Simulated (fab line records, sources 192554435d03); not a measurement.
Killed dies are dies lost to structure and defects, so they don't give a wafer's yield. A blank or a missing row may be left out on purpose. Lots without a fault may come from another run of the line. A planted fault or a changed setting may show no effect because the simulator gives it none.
Split-lot experiment | flow n5_finfet | 7 lots, 39 wafers read, on a route of 1938 steps

THE SPLIT
At N5_FIN_SAQP_SPACER2_ALD_28 (deposits SiO2, target thk 8.1 nm, pulse time 1 s, purge time 2 s), the setting target_thk_a was moved away from the recipe's 81 angstrom on 12 of the 39 wafers read, by +15.8% to +30.1%. The other wafers ran this setting at the recipe's value.

FROM THE SPLIT TO THE READING: what the file shows between them, 9 steps
- N5_FIN_SAQP_SPACER2_ETCHBACK_29: etches SiO2 in CHF3/O2, target depth 12.2 nm, time 6.1 s
- N5_FIN_SAQP_MANDREL2_REMOVE_60: chemistry HBr/Cl2/O2, target a-Si, stops on SiNx, bt time 10 s
- N5_FIN_SAQP_CD_MEAS_31: target cd 8 nm
- N5_FIN_SAQP_HM_OPEN_33: chemistry CH3F/O2, target SiNx, target depth 49.4 nm, time 70.6 s
- N5_FIN_SAQP_ETCH_34: etches SiO2 in C4F6/O2, target depth 45 nm, time 15 s
- N5_FIN_SAQP_STRIP_77: strips in N2/H2, time 90 s
- N5_FIN_SAQP_HM_CD_35: target cd 8 nm
- N5_FIN_SAQP_ETCH_64: etches SiO2 in CF4, target depth 1.5 nm
- N5_FIN_SAQP_FIN_ETCH_36: etches the open film in HBr/Cl2/O2, target depth 120 nm, time 50.4 s

THE READING
cd_nm, in nm, at N5_FIN_SAQP_CD_MEAS_37 (target cd 8 nm). Fault-free wafers of this fab line usually give 8.09 nm, standard deviation 0.26 nm.

wafer  | tool, chamber at the split | target_thk_a as run, angstrom | against the recipe | cd_nm, nm | against lot-mates on the recipe
L076.1 | ald_sin-01, 0,2            | 81                            | recipe             | 8.01      | -
L076.2 | ald_sin-01, 3,2,1,3        | 81                            | recipe             | 7.20      | -
L076.3 | ald_sin-01, 3,2,1,3        | 81                            | recipe             | 8.07      | -
L076.4 | ald_sin-01, 3,2,1,3        | 81                            | recipe             | 8.04      | -
L076.5 | ald_sin-01, 0,2            | 81                            | recipe             | 7.69      | -
L076.6 | ald_sin-01, 3,2,1,3        | 81                            | recipe             | 8.16      | -
L081.2 | ald_sin-04, 3,0            | 81                            | recipe             | 8.30      | -
L081.3 | ald_sin-04, 3,0            | 81                            | recipe             | 7.74      | -
L081.5 | ald_sin-04, 1              | 81                            | recipe             | 8.69      | -
L083.1 | ald_sin-03, 3,2,0          | 97.53                         | +20.4%             | 9.83      | +1.83
L083.2 | ald_sin-03, 1,0            | 81                            | recipe             | 8.22      | -
L083.3 | ald_sin-03, 3,2,0          | 97.53                         | +20.4%             | 9.54      | +1.54
L083.4 | ald_sin-03, 1,0            | 81                            | recipe             | 7.96      | -
L083.5 | ald_sin-03, 1              | 81                            | recipe             | 7.82      | -
L083.6 | ald_sin-03, 3,2,0          | 97.53                         | +20.4%             | 9.56      | +1.56
L084.1 | ald_sin-01, 1,2,3,0,1      | 81                            | recipe             | 8.17      | -
L084.2 | ald_sin-01, 1,2,3,0,1      | 81                            | recipe             | 7.87      | -
L084.3 | ald_sin-01, 1,2,3,0,1      | 81                            | recipe             | 8.05      | -
L084.4 | ald_sin-01, 0              | 81                            | recipe             | 7.87      | -
L084.5 | ald_sin-01, 1,2,3,0,1      | 81                            | recipe             | 7.89      | -
L084.6 | ald_sin-01, 1,2,3,0,1      | 81                            | recipe             | 8.28      | -
L086.1 | ald_sin-04, 2              | 81                            | recipe             | 8.23      | -
L086.2 | ald_sin-04, 3,0            | 81                            | recipe             | 8.23      | -
L086.3 | ald_sin-04, 0,1,3          | 93.76                         | +15.8%             | 9.86      | +1.57
L086.4 | ald_sin-04, 0,1,3          | 93.76                         | +15.8%             | 9.79      | +1.50
L086.5 | ald_sin-04, 0,1,3          | 93.76                         | +15.8%             | 9.43      | +1.14
L086.6 | ald_sin-04, 3,0            | 81                            | recipe             | 8.42      | -
L090.1 | ald_sin-03, 3,3,0          | 103.7                         | +28.0%             | 10.62     | +2.64
L090.2 | ald_sin-03, 1              | 81                            | recipe             | 8.17      | -
L090.3 | ald_sin-03, 2,0            | 81                            | recipe             | 8.05      | -
L090.4 | ald_sin-03, 2,0            | 81                            | recipe             | 7.73      | -
L090.5 | ald_sin-03, 3,3,0          | 103.7                         | +28.0%             | 10.36     | +2.38
L090.6 | ald_sin-03, 3,3,0          | 103.7                         | +28.0%             | 10.24     | +2.26
L096.1 | ald_sin-04, 0,2,2          | 81                            | recipe             | 8.16      | -
L096.2 | ald_sin-04, 3,1,1          | 105.4                         | +30.1%             | 10.38     | +2.29
L096.3 | ald_sin-04, 3,1,1          | 105.4                         | +30.1%             | 11.09     | +3.00
L096.4 | ald_sin-04, 0,2,2          | 81                            | recipe             | 8.37      | -
L096.5 | ald_sin-04, 3,1,1          | 105.4                         | +30.1%             | 10.58     | +2.49
L096.6 | ald_sin-04, 0,2,2          | 81                            | recipe             | 7.74      | -
Where a row lists several chambers, the file gives one row for several wafers and doesn't say which wafer went through which chamber.

THE FIT
A straight line over all 39 wafers: cd_nm changes by +0.0864 nm for each +1% of target_thk_a; r = +0.96; the points scatter about the line by 0.29 nm.
The same after taking each lot's own level away (the mean of its wafers on the recipe; 39 wafers): +0.0856 nm for each +1%; r = +0.97; scatter 0.25 nm.
On that fit, the largest move of target_thk_a shifts the reading by 2.6 nm.
The lots' own levels span 7.862 to 8.293 nm, that is 1.7 times the standard deviation above.
So the lot-to-lot level changes the slope little: the two slopes agree.
Check: with one of the wafers moved furthest among these (+30.1%) left out of the fit, the line predicts +2.62 nm for it against its lot-mates. It came out at +2.29 nm against them.

THE WHOLE CHAIN: every reading that the file lists as answering this split, in the file's order
step                           | what it does                                                         | reading                                                                                 | change (the file's fit)                | r (the file's)
N5_FIN_SAQP_SPACER2_ALD_28     | deposits SiO2, target thk 8.1 nm, pulse time 1 s, purge time 2 s     | SiO2_of_FIN_SAQP_SPACER2_ALD_28.thk_nm (the simulator's own value, which no gauge read) | +0.0839 nm for each +1% of the setting | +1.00
N5_FIN_SAQP_MANDREL2_REMOVE_60 | chemistry HBr/Cl2/O2, target a-Si, stops on SiNx, bt time 10 s       | FIN_SAQP.cd_nm (the simulator's own value, which no gauge read)                         | +0.079 nm for each +1% of the setting  | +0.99
N5_FIN_SAQP_CD_MEAS_31         | target cd 8 nm                                                       | cd_nm                                                                                   | +0.0796 nm for each +1% of the setting | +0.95
N5_FIN_SAQP_HM_OPEN_33         | chemistry CH3F/O2, target SiNx, target depth 49.4 nm, time 70.6 s    | FIN_SAQP.cd_nm (the simulator's own value, which no gauge read)                         | +0.0799 nm for each +1% of the setting | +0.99
N5_FIN_SAQP_HM_CD_35           | target cd 8 nm                                                       | cd_nm                                                                                   | +0.0785 nm for each +1% of the setting | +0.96
N5_FIN_SAQP_ETCH_64            | etches SiO2 in CF4, target depth 1.5 nm                              | FIN_SAQP.cd_nm (the simulator's own value, which no gauge read)                         | +0.0806 nm for each +1% of the setting | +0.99
N5_FIN_SAQP_FIN_ETCH_36        | etches the open film in HBr/Cl2/O2, target depth 120 nm, time 50.4 s | FIN_SAQP.cd_nm (the simulator's own value, which no gauge read)                         | +0.0834 nm for each +1% of the setting | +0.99
N5_FIN_SAQP_CD_MEAS_37         | target cd 8 nm                                                       | cd_nm                                                                                   | +0.0855 nm for each +1% of the setting | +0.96

THE FILE'S OWN FIT
cd_nm changes by +0.0855 nm for each +1% of target_thk_a, r = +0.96.
